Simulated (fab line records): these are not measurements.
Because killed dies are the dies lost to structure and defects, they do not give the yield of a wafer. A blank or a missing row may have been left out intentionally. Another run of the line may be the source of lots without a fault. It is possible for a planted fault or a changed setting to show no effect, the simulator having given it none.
Which tool was responsible? | flow nandHarc | 12 lots with 36 wafers sampled at 5 steps, on a route of 1302 steps

== WHAT THE GAUGES SHOWED, per wafer ==
NHARC_END_SORT_01. Usual: defectLimitedYield is 90.9 % with standard deviation 2.8, killedAtArray is 56 with standard deviation 19, killedAtOther is 1.0 with standard deviation 1.3, killedAtPeriphery is 3.8 with standard deviation 2.2, killedDies is 61 with standard deviation 19, killedOpen is 3.1 with standard deviation 1.9, and killedShort is 2.3 with standard deviation 1.5.
lot  | measured     | on        | defectLimitedYield (%) | killedAtArray | killedAtOther | killedAtPeriphery | killedDies  | killedOpen | killedShort | flag
L174 | day 26 00:35 | prober-01 | 93.1 91.4 92.9         | 43 49 45      | 0 4 0         | 4 5 3             | 47 58 48    | 3 3 1      | 1 3 2       | 
L176 | day 27 10:25 | prober-02 | 88.0 87.4 87.1         | 76 79 79      | 0 0 1         | 5 6 7             | 81 85 87    | 2 0 2      | 2 4 2       | 
L178 | day 28 00:18 | prober-02 | 90.8 90.8 90.1         | 59 56 64      | 0 0 0         | 3 6 3             | 62 62 67    | 1 1 1      | 0 1 2       | 
L179 | day 28 01:10 | prober-01 | 90.4 88.9 91.6         | 58 67 52      | 2 2 2         | 5 6 3             | 65 75 57    | 3 3 2      | 2 1 2       | 
L183 | day 30 09:55 | prober-01 | 91.7 94.1 92.0         | 50 38 46      | 3 1 2         | 3 1 6             | 56 40 54    | 2 4 0      | 2 1 2       | 
L186 | day 31 20:24 | prober-01 | 79.8 79.5 78.0         | 47 52 53      | 0 0 0         | 90 87 96          | 137 139 149 | 1 7 4      | 2 1 1       | OFF
L187 | day 32 00:27 | prober-02 | 82.4 83.2 81.5         | 30 31 32      | 1 0 0         | 88 83 93          | 119 114 125 | 4 1 4      | 0 0 2       | OFF
L188 | day 32 05:02 | prober-01 | 77.8 72.2 76.2         | 82 95 74      | 0 2 0         | 68 91 87          | 150 188 161 | 4 2 1      | 1 1 1       | OFF

== EACH LOT AND THE TOOL THAT RAN IT (in order: tool; ch and the chambers of the sampled wafers; start) ==
lot  | NHARC_P_M1_ETCH_35                | NHARC_A_M1_PVD_21                      | NHARC_A_BONDPAD_PVD_17                 | NHARC_THIN_TSV_PVD_19
L169 | rieDiel-12 ch 0,3, day 6 08:34    | pvdSputter-03, no start                | pvdSputter-03, no start                | pvdSputter-03, no start
L170 | rieDiel-10 ch 1,2,3, day 6 11:28  | pvdSputter-02, no start                | pvdSputter-01, no start                | pvdSputter-02, no start
L172 | rieDiel-09 ch 0,1,2, day 7 16:08  | pvdSputter-03, no start                | pvdSputter-03, no start                | pvdSputter-03, no start
L174 | rieDiel-09 ch 0,1, day 8 02:25    | pvdSputter-03, day 26 00:35 or earlier | pvdSputter-03, day 26 00:35 or earlier | pvdSputter-02, day 26 00:35 or earlier
L176 | rieDiel-12 ch 1,2,3, day 9 05:03  | pvdSputter-02, day 27 10:25 or earlier | pvdSputter-01, day 27 10:25 or earlier | pvdSputter-03, day 27 10:25 or earlier
L178 | rieDiel-10 ch 1,2,3, day 9 23:15  | pvdSputter-02, day 28 00:18 or earlier | pvdSputter-01, day 28 00:18 or earlier | pvdSputter-01, day 28 00:18 or earlier
L179 | rieDiel-09 ch 1,2,3, day 10 11:59 | pvdSputter-03, day 28 01:10 or earlier | pvdSputter-02, day 28 01:10 or earlier | pvdSputter-01, day 28 01:10 or earlier
L183 | rieDiel-09 ch 1,2,3, day 12 08:10 | pvdSputter-03, day 30 09:55 or earlier | pvdSputter-03, day 30 09:55 or earlier | pvdSputter-03, day 30 09:55 or earlier
L186 | rieDiel-09 ch 1,2,3, day 13 07:02 | pvdSputter-03, day 31 20:24 or earlier | pvdSputter-02, day 31 20:24 or earlier | pvdSputter-03, day 31 20:24 or earlier
L187 | rieDiel-09 ch 1,2,3, day 13 15:49 | pvdSputter-02, day 32 00:27 or earlier | pvdSputter-01, day 32 00:27 or earlier | pvdSputter-03, day 32 00:27 or earlier
L188 | rieDiel-09 ch 0,2,3, day 14 05:14 | pvdSputter-02, day 32 05:02 or earlier | pvdSputter-01, day 32 05:02 or earlier | pvdSputter-03, day 32 05:02 or earlier
L192 | rieDiel-10 ch 2,3, day 15 20:20   | pvdSputter-02, no start                | pvdSputter-02, no start                | pvdSputter-01, no start
- NHARC_P_M1_ETCH_35: etches the open film in N2/H2, target depth 40 nm, overetch 12 nm, time 43.94 s.
- NHARC_A_M1_PVD_21: deposits Cu, target thk 30 nm, time 20.49 s.
- NHARC_A_BONDPAD_PVD_17: deposits TaN, target thk 5 nm, time 8.06 s.
- NHARC_THIN_TSV_PVD_19: deposits TaN, target thk 20 nm.

== WHAT THE TOOLS THEMSELVES READ (means of the sampled wafers that have a number; where no wafer has one, the mark that the record gives instead) ==
NHARC_P_M1_ETCH_35. Usual: drypumpMotorCurrentA 5.5 A, standard deviation 0.34; oesProductAu 0.998 a.u., standard deviation 0.0097; rfVppV 430.1 V, standard deviation 2.6; showerheadPlenumPTorr 2.02 Torr, standard deviation 0.092; throttleValvePct 14.171 %, standard deviation 0.0093.
lot  | tool       | drypumpMotorCurrentA (A) | oesProductAu (a.u.) | rfVppV (V) | showerheadPlenumPTorr (Torr) | throttleValvePct (%) | flag
L169 | rieDiel-12 | 5.8                      | 0.999               | 428.8      | 1.99                         | 14.174               | 
L170 | rieDiel-10 | 5.6                      | 1.004               | 431.7      | 2.05                         | 14.173               | 
L172 | rieDiel-09 | 5.5                      | 0.996               | 430.7      | 2.01                         | 14.162               | 
L174 | rieDiel-09 | 5.4                      | 0.999               | 429.6      | 2.02                         | 14.173               | 
L176 | rieDiel-12 | 6.0                      | 1.015               | 431.0      | 2.08                         | 14.169               | 
L178 | rieDiel-10 | 5.6                      | 1.003               | 430.7      | 2.05                         | 14.169               | 
L179 | rieDiel-09 | 5.5                      | 0.991               | 430.0      | 2.04                         | 14.173               | 
L183 | rieDiel-09 | 5.4                      | 0.997               | 430.4      | 2.04                         | 14.174               | 
L186 | rieDiel-09 | 5.5                      | 0.997               | 430.7      | 2.03                         | 14.163               | 
L187 | rieDiel-09 | 5.4                      | 1.000               | 430.2      | 2.03                         | 14.175               | 
L188 | rieDiel-09 | 5.4                      | 1.001               | 428.2      | 1.97                         | 14.179               | 
L192 | rieDiel-10 | 5.7                      | 1.004               | 428.4      | 1.95                         | 14.178               | 

NHARC_A_M1_PVD_21. Usual: chamberPressurePa 5.000 Pa, standard deviation 0.0093; throttleValvePct 29.6 %, standard deviation 0.97.
lot  | tool          | chamberPressurePa (Pa) | throttleValvePct (%) | flag
L169 | pvdSputter-03 | 4.995                  | 29.6                 | 
L170 | pvdSputter-02 | 5.008                  | 29.2                 | 
L172 | pvdSputter-03 | 5.000                  | 29.5                 | 
L174 | pvdSputter-03 | 4.984                  | 29.3                 | 
L176 | pvdSputter-02 | 4.993                  | 29.2                 | 
L178 | pvdSputter-02 | 4.994                  | 30.2                 | 
L179 | pvdSputter-03 | 5.003                  | 29.1                 | 
L183 | pvdSputter-03 | 5.008                  | 29.5                 | 
L186 | pvdSputter-03 | 5.004                  | 31.2                 | 
L187 | pvdSputter-02 | 5.007                  | 29.9                 | 
L188 | pvdSputter-02 | 5.008                  | 29.5                 | 
L192 | pvdSputter-02 | 5.003                  | 29.3                 | 

NHARC_A_BONDPAD_PVD_17. Usual: chamberPressurePa 0.12 Pa, standard deviation 0.00025; throttleValvePct 29.8 %, standard deviation 0.9.
lot  | tool          | chamberPressurePa (Pa) | throttleValvePct (%) | flag
L169 | pvdSputter-03 | 0.12                   | 30.0                 | 
L170 | pvdSputter-01 | 0.12                   | 29.9                 | 
L172 | pvdSputter-03 | 0.12                   | 29.7                 | 
L174 | pvdSputter-03 | 0.12                   | 29.2                 | 
L176 | pvdSputter-01 | 0.12                   | 29.3                 | 
L178 | pvdSputter-01 | 0.12                   | 29.8                 | 
L179 | pvdSputter-02 | 0.12                   | 30.4                 | 
L183 | pvdSputter-03 | 0.12                   | 30.1                 | 
L186 | pvdSputter-02 | 0.12                   | 29.3                 | 
L187 | pvdSputter-01 | 0.12                   | 29.6                 | 
L188 | pvdSputter-01 | 0.12                   | 29.9                 | 
L192 | pvdSputter-02 | 0.12                   | 29.9                 | 

NHARC_THIN_TSV_PVD_19. Usual: chamberPressurePa 5.001 Pa, standard deviation 0.01; throttleValvePct 29.8 %, standard deviation 0.9.
lot  | tool          | chamberPressurePa (Pa) | throttleValvePct (%) | flag
L169 | pvdSputter-03 | 5.007                  | 30.1                 | 
L170 | pvdSputter-02 | 4.996                  | 30.2                 | 
L172 | pvdSputter-03 | 5.005                  | 29.9                 | 
L174 | pvdSputter-02 | 4.985                  | 29.5                 | 
L176 | pvdSputter-03 | 4.992                  | 30.5                 | 
L178 | pvdSputter-01 | 5.003                  | 29.7                 | 
L179 | pvdSputter-01 | 4.999                  | 29.8                 | 
L183 | pvdSputter-03 | 5.003                  | 30.2                 | 
L186 | pvdSputter-03 | 4.993                  | 29.4                 | 
L187 | pvdSputter-03 | 4.996                  | 29.9                 | 
L188 | pvdSputter-03 | 5.001                  | 29.9                 | 
L192 | pvdSputter-01 | 5.005                  | 30.3                 | 

== THE ANSWER, worked out from the rows above alone ==
Rule: take the mean of a lot's wafers that have a number; if it is more than 3 standard deviations from the usual mean, the lot is off. A lot without any number at a reading at which 4 lots or more have one is off too. The other lots that the step has rows for count as sound. The gauges are gone through in route order, then the tools' own readings, and for those a lot's mean is taken as printed above. At the first step where some lot is off, the reading lying furthest off is the one used; lots without a number count as furthest.
Off, at NHARC_END_SORT_01 on killedAtPeriphery: L186, L187, L188. Neither off nor sound, because the step has no rows for them: L169, L170, L172, L192.
A tool fits if, at a process step before that reading, it ran every lot that is off, and no sound lot after the first of them. Those tools and the gauges at NHARC_END_SORT_01 are tried in the same way. With no start given for some of its lots, NHARC_A_M1_PVD_21 uses the hours and lot order of NHARC_END_SORT_01. With no start given for some of its lots, NHARC_A_BONDPAD_PVD_17 uses the hours and lot order of NHARC_END_SORT_01. With no start given for some of its lots, NHARC_THIN_TSV_PVD_19 uses the hours and lot order of NHARC_END_SORT_01. Undecided on this evidence; 2 tools fit (rieDiel-09 at NHARC_P_M1_ETCH_35, pvdSputter-03 at NHARC_THIN_TSV_PVD_19).

== WHAT THE SIMULATOR HAD PUT IN ==
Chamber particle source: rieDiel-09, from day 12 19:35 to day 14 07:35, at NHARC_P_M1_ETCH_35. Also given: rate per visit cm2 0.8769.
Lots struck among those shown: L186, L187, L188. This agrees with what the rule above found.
